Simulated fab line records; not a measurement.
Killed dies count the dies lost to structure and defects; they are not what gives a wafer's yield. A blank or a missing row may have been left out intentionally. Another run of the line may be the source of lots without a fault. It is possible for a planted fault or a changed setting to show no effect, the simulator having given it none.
fab line records | flow nand-harc
[record] lots = 5 | wafers = 15 | last-day = 33
route steps=1302 shown P_GATE@170 END@1302
lots that met no fault: from a run of the same line without faults
start-h: start of the lot's first displayed wafer, in hours after the record's first day | wait-h: how many hours have passed since the lot's step before this one | " as in the row above | L1.1+2: several wafers, shown together as one row | - no value, or no start was given | * or withheld: withheld | < > ~ a bound
route shown NAME@n: names a module that has steps shown in the file, with the first one's number in the route | usual: mean/standard deviation taken from wafers without a fault | same: alike in all rows | chamber/n: place in a boat | sites: the reading at each site | _std_site: standard deviation of those values | _edge_site: the outer-site mean with the inner-site mean subtracted | radius-mm: how far each site lies from the wafer's centre | mask NAME#n: copy n | behind: tool/chamber where the wafer was last shaped | hold: cause of the lot's hold/its duration in hours/its outcome | device: names the non-switching transistor (n, p or np) | end of line: the same wafers' tests at the end of the route | a step with no rows: only its recipe | killed: dies lost to structure and defects at the first sort, not the wafer's yield | map: a wafer's dies, x killed, . not, _ none there
set.NAME: the setting that was run; set.NAME@STEP: the one run at that earlier step | model.NAME: the simulator's own value behind a step, which no gauge read
lots seen at some steps along the route; tables by step, rows by wafer
services: when a tool's chamber went out of use (start-h, in hours from the record's first day, below 0 if earlier), for how many hours, and the reason
[[steps]]
[step NHARC_P_GATE_CD_MEAS_46]
[recipe] target-cd-nm = 720 | landing-energy-ev = 500
[usual] cd-nm = 720.1/2.3
lot.wafer | tool      | chamber | start-h | wait-h | cd-nm
L243.1    | cd-sem-03 | 0       | 138.21  | -      | 723.2
L243.3    | "         | 0       | "       | "      | 721.9
L243.4    | "         | 0       | "       | "      | 720.7
L250.1    | cd-sem-01 | 0       | 206.75  | -      | 716.2
L250.3    | "         | 0       | "       | "      | 719.8
L250.6    | "         | 0       | "       | "      | 721.6
L251.2    | cd-sem-02 | 0       | 210.17  | -      | 722.3
L251.4    | "         | 0       | "       | "      | 719.6
L251.5    | "         | 0       | "       | "      | 720.4
L256.2    | cd-sem-03 | 0       | 266.63  | -      | 721.5
L256.4    | "         | 0       | "       | "      | 719.6
L256.5    | "         | 0       | "       | "      | 722.2
L264.3    | cd-sem-01 | 0       | 339.35  | -      | 716.4
L264.4    | "         | 0       | "       | "      | 717.1
L264.6    | "         | 0       | "       | "      | 714.9
[step NHARC_P_GATE_HARDBAKE_47]
[recipe] temp-c = 125 | time-s = 80
[step NHARC_P_GATE_DESCUM_48]
[recipe] time-s = 3 | o2-flow-sccm = 200 | ar-flow-sccm = 0 | bias-power-w = 0 | chemistry = O2
[usual] drypump-motor-current-A = 5.8/0.43 | oes-product-au = 1.001/0.01 | rf-vpp-V = 57.7/0.91 | showerhead-plenum-p-Torr = 1.89/0.071 | throttle-valve-pct = 11.310/0.0099
lot.wafer | tool        | chamber | start-h | wait-h | drypump-motor-current-A | oes-product-au | rf-hours-counter-h | rf-vpp-V | showerhead-plenum-p-Torr | throttle-valve-pct
L243.3    | rie-diel-07 | 0       | 138.37  | -      | 5.2                     | 0.986          | 0.2                | 57.4     | 1.80                     | 11.313
L243.4    | "           | 1       | "       | "      | 6.3                     | 1.008          | 0.2                | 57.0     | 1.83                     | 11.317
L243.1    | "           | 3       | "       | "      | 6.5                     | 1.014          | 0.2                | 58.7     | 1.84                     | 11.315
L250.3    | rie-diel-11 | 0       | 206.91  | -      | 6.0                     | 0.994          | 4.8                | 56.5     | 1.98                     | 11.303
L250.1    | "           | 1       | "       | "      | 6.3                     | 1.005          | 5.1                | 58.7     | 1.83                     | 11.306
L250.6    | "           | 1       | "       | "      | 6.2                     | 1.009          | -                  | 58.4     | 1.83                     | 11.312
L251.4    | rie-diel-11 | 2       | 210.34  | -      | 5.9                     | 1.010          | 4.6                | 56.6     | 1.85                     | 11.301
L251.2    | "           | 3       | "       | "      | 5.6                     | 1.007          | 5.2                | 58.9     | 1.88                     | 11.289
L251.5    | "           | 1       | "       | "      | 6.3                     | 1.001          | -                  | 57.7     | 1.83                     | 11.304
L256.4    | rie-diel-07 | 0       | 266.81  | -      | 5.2                     | 0.986          | 5.8                | 57.1     | 1.80                     | 11.304
L256.2    | "           | 1       | "       | "      | 6.3                     | 0.994          | 6.7                | 55.9     | 1.83                     | 11.322
L256.5    | "           | 3       | "       | "      | 6.5                     | 1.010          | -                  | 58.3     | 1.84                     | 11.313
L264.4    | rie-diel-01 | 0       | 339.52  | -      | 5.8                     | 1.004          | 5.9                | 56.3     | 1.95                     | 11.306
L264.3    | "           | 2       | "       | "      | 5.2                     | 0.997          | 6.9                | 58.0     | 1.85                     | 11.294
L264.6    | "           | 0       | "       | "      | 5.9                     | 1.002          | -                  | 58.5     | 1.95                     | 11.304
[step NHARC_P_GATE_IMPLANT_49]
[recipe] energy-kev = 30 | dose-cm2 = 3e+15 | tilt-deg = 7
[step NHARC_P_GATE_STRIP_111]
[recipe] power-w = 1500 | temp-c = 110 | time-s = 250 | chemistry = N2/H2
[usual] drypump-motor-current-A = 5.1/0.46 | heater-power-w = 85/4.8
lot.wafer | tool            | chamber | start-h | wait-h | drypump-motor-current-A | heater-power-w | rf-hours-counter-h
L243.1    | plasma-asher-01 | 0       | 138.79  | 0.2    | 5.1                     | 78             | 27
L243.4    | "               | 1       | "       | "      | 6.1                     | 76             | -
L243.3    | "               | 0       | "       | "      | 5.0                     | 79             | -
L250.1    | plasma-asher-01 | 0       | 207.28  | 0.2    | 5.1                     | 81             | 6
L250.3    | "               | 1       | "       | "      | 6.1                     | 82             | -
L250.6    | "               | 0       | "       | "      | 5.0                     | 83             | -
L251.2    | plasma-asher-01 | 0       | 210.76  | 0.2    | 5.0                     | 85             | 7
L251.4    | "               | 0       | "       | "      | 5.1                     | 80             | -
L251.5    | "               | 0       | "       | "      | 5.0                     | 82             | -
L256.2    | plasma-asher-02 | 0       | 267.22  | 0.2    | 4.7                     | 87             | 2
L256.4    | "               | 1       | "       | "      | 5.0                     | 82             | -
L256.5    | "               | 0       | "       | "      | 4.7                     | 88             | -
L264.4    | plasma-asher-02 | 1       | 339.97  | 0.2    | 5.0                     | 82             | -
L264.3    | "               | 0       | "       | "      | 4.7                     | 88             | -
L264.6    | "               | 0       | "       | "      | 4.7                     | 89             | -
[step NHARC_P_GATE_STRIP_75]
[recipe] power-w = 1500 | temp-c = 250 | chemistry = O2
[usual] drypump-motor-current-A = 5.1/0.46 | heater-power-w = 317/18
lot.wafer | tool            | chamber | start-h | wait-h | drypump-motor-current-A | heater-power-w | rf-hours-counter-h
L243.1    | plasma-asher-01 | 0       | 139.05  | 0.2    | 5.0                     | 296            | 28
L243.4    | "               | 1       | "       | "      | 6.1                     | 288            | -
L243.3    | "               | 0       | "       | "      | 5.0                     | 294            | -
L250.1    | plasma-asher-01 | 0       | 207.58  | 0.2    | 5.0                     | 301            | 6
L250.3    | "               | 1       | "       | "      | 6.1                     | 311            | -
L250.6    | "               | 0       | "       | "      | 5.1                     | 306            | -
L251.2    | plasma-asher-01 | 0       | 211.06  | 0.3    | 5.0                     | 314            | 7
L251.4    | "               | 0       | "       | "      | 5.0                     | 311            | -
L251.5    | "               | 0       | "       | "      | 5.0                     | 307            | -
L256.2    | plasma-asher-02 | 0       | 267.48  | 0.2    | 4.7                     | 324            | 2
L256.4    | "               | 1       | "       | "      | 5.1                     | 296            | -
L256.5    | "               | 0       | "       | "      | 4.7                     | 332            | -
L264.4    | plasma-asher-02 | 1       | 340.19  | 0.2    | 5.1                     | 305            | -
L264.3    | "               | 0       | "       | "      | 4.8                     | 320            | -
L264.6    | "               | 0       | "       | "      | 4.7                     | 333            | -
[step NHARC_P_GATE_STRIP_50]
[recipe] time-s = 900 | temp-c = 130 | chemistry = SPM
[step NHARC_P_GATE_DEHYDRATE_51]
[recipe] temp-c = 150 | time-s = 120
[step NHARC_P_GATE_HMDS_52]
[recipe] time-s = 30
[step NHARC_P_GATE_COAT_53]
[recipe] spin-rpm = 3000
[step NHARC_P_GATE_SOFTBAKE_54]
[recipe] temp-c = 122 | time-s = 95
[step NHARC_P_GATE_EBR_55]
[step NHARC_P_GATE_EXPOSE_56]
[recipe] na = 0.6 | target-cd-nm = 720 | dose-mj = 14.81 | mask-id = P_PSD
[same] na = 0.6
lot.wafer  | tool           | chamber | start-h | wait-h | mask
L243.1+3+4 | krf-scanner-02 | 0       | 139.80  | -      | P_PSD#0
L250.1+3+6 | krf-scanner-04 | 0       | 208.22  | -      | P_PSD#0
L251.2+4+5 | krf-scanner-04 | 0       | 211.71  | -      | P_PSD#0
L256.2+4+5 | krf-scanner-04 | 0       | 268.13  | -      | P_NSD#0
L264.3+4+6 | krf-scanner-04 | 0       | 340.95  | -      | P_PSD#0
[step NHARC_P_GATE_PEB_57]
[recipe] peb-temp-c = 118 | peb-time-s = 85
[step NHARC_P_GATE_DEVELOP_58]
[recipe] time-s = 70
[step NHARC_P_GATE_CD_MEAS_59]
[recipe] target-cd-nm = 720 | landing-energy-ev = 500
[usual] cd-nm = 721.4/2.2
lot.wafer | tool      | chamber | start-h | wait-h | cd-nm
L243.1    | cd-sem-01 | 0       | 139.96  | -      | 719.5
L243.3    | "         | 0       | "       | "      | 722.6
L243.4    | "         | 0       | "       | "      | 720.9
L250.1    | cd-sem-02 | 0       | 208.38  | -      | 720.1
L250.3    | "         | 0       | "       | "      | 721.8
L250.6    | "         | 0       | "       | "      | 717.9
L251.2    | cd-sem-02 | 0       | 211.86  | -      | 719.6
L251.4    | "         | 0       | "       | "      | 721.1
L251.5    | "         | 0       | "       | "      | 720.5
L256.2    | cd-sem-03 | 0       | 268.30  | -      | -
L256.4    | "         | 0       | "       | "      | -
L256.5    | "         | 0       | "       | "      | -
L264.3    | cd-sem-01 | 0       | 341.10  | -      | 721.9
L264.4    | "         | 0       | "       | "      | 721.3
L264.6    | "         | 0       | "       | "      | 721.8
[step NHARC_P_GATE_HARDBAKE_60]
[recipe] temp-c = 125 | time-s = 80
[step NHARC_END_SORT_01]
[recipe] temp-c = 25
[usual] killed-at-array = 61/24 | killed-at-other = 1.2/1.3 | killed-at-periphery = 3.7/2.6 | killed-dies = 66/23 | killed-open = 3.3/1.8 | killed-short = 2.4/1.6
[same] gross-dies = 677
lot.wafer | tool      | chamber | start-h | wait-h | killed-at-array | killed-at-other | killed-at-periphery | killed-dies | killed-open | killed-short
L251.2    | prober-02 | 0       | 670.37  | 2.8    | 88              | 0               | 1                   | 89          | 2           | 1
L251.4    | prober-02 | 0       | 671.95  | 3.4    | 96              | 1               | 2                   | 99          | 3           | 4
L251.5    | prober-02 | 0       | 672.73  | 3.6    | 88              | 0               | 4                   | 92          | 2           | 1
L256.2    | prober-02 | 0       | 710.39  | 2.8    | 77              | 0               | 600                 | 677         | 2           | 4
L256.4    | prober-02 | 0       | 712.00  | 3.4    | 76              | 0               | 601                 | 677         | 2           | 2
L256.5    | prober-02 | 0       | 712.80  | 3.7    | 80              | 0               | 597                 | 677         | 2           | 1
// killed by level:class
L251.2 A_SLIT:chamber-film-flake=40 A_CHANNEL_HOLE_D1:chamber-film-flake=24 A_CONTACT:chamber-film-flake=9 A_SGD_CUT:chamber-film-flake=7 A_CHANNEL_HOLE_D2:chamber-film-flake=3 A_STAIRCASE:chamber-film-flake=2 A_WL_FILL:geometric-particle:short=1 A_WL_FILL:geometric-particle:open=1
L251.4 A_SLIT:chamber-film-flake=36 A_CHANNEL_HOLE_D1:chamber-film-flake=35 A_CONTACT:chamber-film-flake=7 A_SGD_CUT:chamber-film-flake=5 A_WL_FILL:chamber-film-flake=4 A_STAIRCASE:chamber-film-flake=3 A_WL_FILL:geometric-particle:short=2 P_CONTACT:geometric-particle:short=1
L251.5 A_CHANNEL_HOLE_D1:chamber-film-flake=33 A_SLIT:chamber-film-flake=32 A_CONTACT:chamber-film-flake=11 A_CHANNEL_HOLE_D2:chamber-film-flake=3 A_WL_FILL:chamber-film-flake=3 P_ZERO_WELL:chamber-film-flake=2 A_SGD_CUT:chamber-film-flake=2 A_ONON_D1:geometric-particle:open=1
L256.2 P_GATE:area-expose=594 A_CHANNEL_HOLE_D1:chamber-film-flake=31 A_CHANNEL_HOLE_D2:chamber-film-flake=22 A_CONTACT:chamber-film-flake=12 A_ONON_D1:geometric-particle:short=2 A_CHANNEL_FILL_D2:geometric-particle:open=2 P_ZERO_WELL:chamber-film-flake=2 P_GATE:chamber-film-flake=2
L256.4 P_GATE:area-expose=600 A_CHANNEL_HOLE_D1:chamber-film-flake=36 A_CHANNEL_HOLE_D2:chamber-film-flake=23 A_CONTACT:chamber-film-flake=7 A_SLIT:chamber-film-flake=3 A_STAIRCASE:chamber-film-flake=2 A_CHANNEL_FILL_D1:geometric-particle:short=1 A_ONON_D2:geometric-particle:open=1
L256.5 P_GATE:area-expose=594 A_CHANNEL_HOLE_D1:chamber-film-flake=38 A_CHANNEL_HOLE_D2:chamber-film-flake=22 A_CONTACT:chamber-film-flake=10 A_SLIT:chamber-film-flake=5 P_GATE:chamber-film-flake=2 A_CHANNEL_FILL_D2:geometric-particle:short=1 A_CHANNEL_FILL_D2:geometric-particle:open=1
// map L256.2 (x killed, . not)
____________x____________
_________xxxxxxx_________
_______xxxxxxxxxxx_______
______xxxxxxxxxxxxx______
_____xxxxxxxxxxxxxxx_____
____xxxxxxxxxxxxxxxxx____
____xxxxxxxxxxxxxxxxx____
___xxxxxxxxxxxxxxxxxxx___
___xxxxxxxxxxxxxxxxxxx___
__xxxxxxxxxxxxxxxxxxxxx__
__xxxxxxxxxxxxxxxxxxxxx__
_xxxxxxxxxxxxxxxxxxxxxxx_
_xxxxxxxxxxxxxxxxxxxxxxx_
_xxxxxxxxxxxxxxxxxxxxxxx_
_xxxxxxxxxxxxxxxxxxxxxxx_
_xxxxxxxxxxxxxxxxxxxxxxx_
xxxxxxxxxxxxxxxxxxxxxxxxx
xxxxxxxxxxxxxxxxxxxxxxxxx
xxxxxxxxxxxxxxxxxxxxxxxxx
xxxxxxxxxxxxxxxxxxxxxxxxx
xxxxxxxxxxxxxxxxxxxxxxxxx
_xxxxxxxxxxxxxxxxxxxxxxx_
_xxxxxxxxxxxxxxxxxxxxxxx_
_xxxxxxxxxxxxxxxxxxxxxxx_
_xxxxxxxxxxxxxxxxxxxxxxx_
_xxxxxxxxxxxxxxxxxxxxxxx_
__xxxxxxxxxxxxxxxxxxxxx__
__xxxxxxxxxxxxxxxxxxxxx__
___xxxxxxxxxxxxxxxxxxx___
___xxxxxxxxxxxxxxxxxxx___
____xxxxxxxxxxxxxxxxx____
____xxxxxxxxxxxxxxxxx____
_____xxxxxxxxxxxxxxx_____
______xxxxxxxxxxxxx______
_______xxxxxxxxxxx_______
_________xxxxxxx_________
____________x____________
// map L251.4 (x killed, . not)
____________.____________
_________......._________
_______..........x_______
______.............______
_____..............._____
____..x..x...........____
____...xx........x...____
___...x...x..xx.......___
___...x..xxx...xx.....___
__.......xxxx.x.x......__
__....xxxxxxx.xxx......__
_.....xxxxxx..xxxxxx...._
_.x....xxxxxxxxxx......._
_x......xx.x.xxxx......._
_.....x.x.x..xxx.x......_
_............x.x.x..x..._
..x..........x.x..x......
......x....xx...x........
............x............
.........................
......x..................
_...........xx..x.x....._
_......xx..............x_
_......................._
_.................x....._
_......................._
__................x....__
__..................x..__
___..x.......x........___
___...................___
____............x....____
____.................____
_____.........x....._____
______.............______
_______.....x....._______
_________......._________
____________.____________
[[services]]
tool            | chamber | start-h | hours | kind
rie-diel-07     | -       | 117.21  | 9.0   | pm
plasma-asher-01 | -       | 122.01  | 4.7   | repair
rie-diel-11     | 2       | 141.27  | 6.0   | repair
rie-diel-11     | 0       | 141.80  | 5.3   | repair
rie-diel-07     | 0       | 142.57  | 7.7   | repair
plasma-asher-01 | -       | 151.30  | 6.9   | repair
plasma-asher-02 | -       | 152.27  | 4.5   | repair
rie-diel-07     | 0       | 160.31  | 22.7  | repair
rie-diel-07     | 2       | 165.74  | 6.7   | repair
plasma-asher-01 | -       | 166.17  | 9.0   | pm
rie-diel-07     | 3       | 178.37  | 3.9   | repair
krf-scanner-02  | -       | 179.07  | 0.4   | repair
krf-scanner-04  | -       | 182.00  | 4.0   | pm
rie-diel-01     | 0       | 185.87  | 6.5   | repair
rie-diel-07     | 3       | 196.90  | 4.0   | repair
rie-diel-07     | 1       | 214.18  | 5.0   | repair
rie-diel-11     | 2       | 217.57  | 5.0   | repair
plasma-asher-02 | -       | 249.00  | 9.0   | pm
rie-diel-11     | -       | 285.45  | 9.0   | pm
rie-diel-07     | -       | 294.21  | 9.0   | pm
rie-diel-11     | 0       | 294.91  | 5.9   | repair
krf-scanner-04  | -       | 313.46  | 0.6   | repair
krf-scanner-04  | -       | 315.37  | 3.7   | repair
rie-diel-07     | 1       | 331.49  | 2.8   | repair
[[key]]
[first-sign] step = NHARC_P_GATE_EXPOSE_56 | reading = mask | direction = changed
[effect] step = NHARC_P_GATE_CD_MEAS_59 | reading = cd-nm | direction = missing
[effect] step = NHARC_END_SORT_01 | reading = killed-at-periphery | direction = up | sigmas = 99+ | usual = 3.7 | struck = 599.3
[more-kills-born-at] NHARC_P_GATE_EXPOSE_56@krf-scanner-04 = 1788
met-at NHARC_P_GATE_EXPOSE_56
struck-wafers L256.2,L256.4,L256.5
later-rows-left-out L256.2,L256.4,L256.5
tester-left-out L256
onset-between 211.71 268.13
[fault] kind = wrong-mask | tool = any | chamber = - | onset-h = 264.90 | steps = NHARC_P_GATE_EXPOSE_56 | aux-copy = P_NSD#0 | scope = struck-lots-only
// tester-left-out: of these lots the tester's yield and bins aren't shown, on N5 and GAA mostly nor the transistor test; their killed dies are dies lost to structure and defects alone, not to doping, threshold or leakage, so they don't give the yield
// later-rows-left-out: the simulator's readings of these wafers behind a module that went badly wrong aren't trusted and aren't shown, but for the sort
